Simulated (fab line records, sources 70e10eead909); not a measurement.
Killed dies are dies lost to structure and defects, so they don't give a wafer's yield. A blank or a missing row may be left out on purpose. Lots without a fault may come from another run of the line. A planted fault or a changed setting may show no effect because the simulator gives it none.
Chamber matching | flow nand_harc | NHARC_P_CONTACT_ETCH_31 on rie_diel-04: 4 sister chambers
The step etches the open film in CH3F/O2, target depth 30 nm, time 85.7 s. 4 wafers are shown with their chamber, then 7 later ones without.

WAFERS WITH THEIR CHAMBER
wafer  | chamber | drypump_motor_current_A (A)
L176.4 | 1       | 5.2
L175.6 | 3       | 6.5
L182.2 | 2       | 5.3
L182.3 | 0       | 5.3

WAFERS WITHOUT THEIR CHAMBER
wafer  | drypump_motor_current_A (A)
L182.5 | 5.3
L184.1 | 5.3
L184.5 | 5.4
L184.6 | 6.5
L189.1 | 5.4
L189.2 | 5.2
L189.3 | 5.3

WHICH CHAMBER EACH WENT THROUGH
wafer  | from the rows above          | in truth
L182.5 | can't be placed: 0 or 2 or 1 | 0
L184.1 | can't be placed: 0 or 2 or 1 | 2
L184.5 | can't be placed: 0 or 2 or 1 | 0
L184.6 | 3                            | 3
L189.1 | can't be placed: 0 or 2 or 1 | 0
L189.2 | can't be placed: 1 or 0 or 2 | 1
L189.3 | can't be placed: 0 or 2 or 1 | 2
Placed correctly: 1 of 7. Can't be placed from these rows: 6 (the true chamber is among the candidates in 6). Placed wrongly: 0.
How it was worked out, from the rows above alone: a wafer's distance from a chamber is the root of the sum, over the readings, of the square of ((its reading less the chamber's mean) divided by the reading's scatter). The wafer belongs to the nearest chamber; if the next one is less than 2 further off, it can't be placed. A chamber's mean is the mean of its shown wafers. The scatter: with one shown wafer a chamber, the root of the mean of the squares of how far each hidden wafer lies from its nearest shown one.
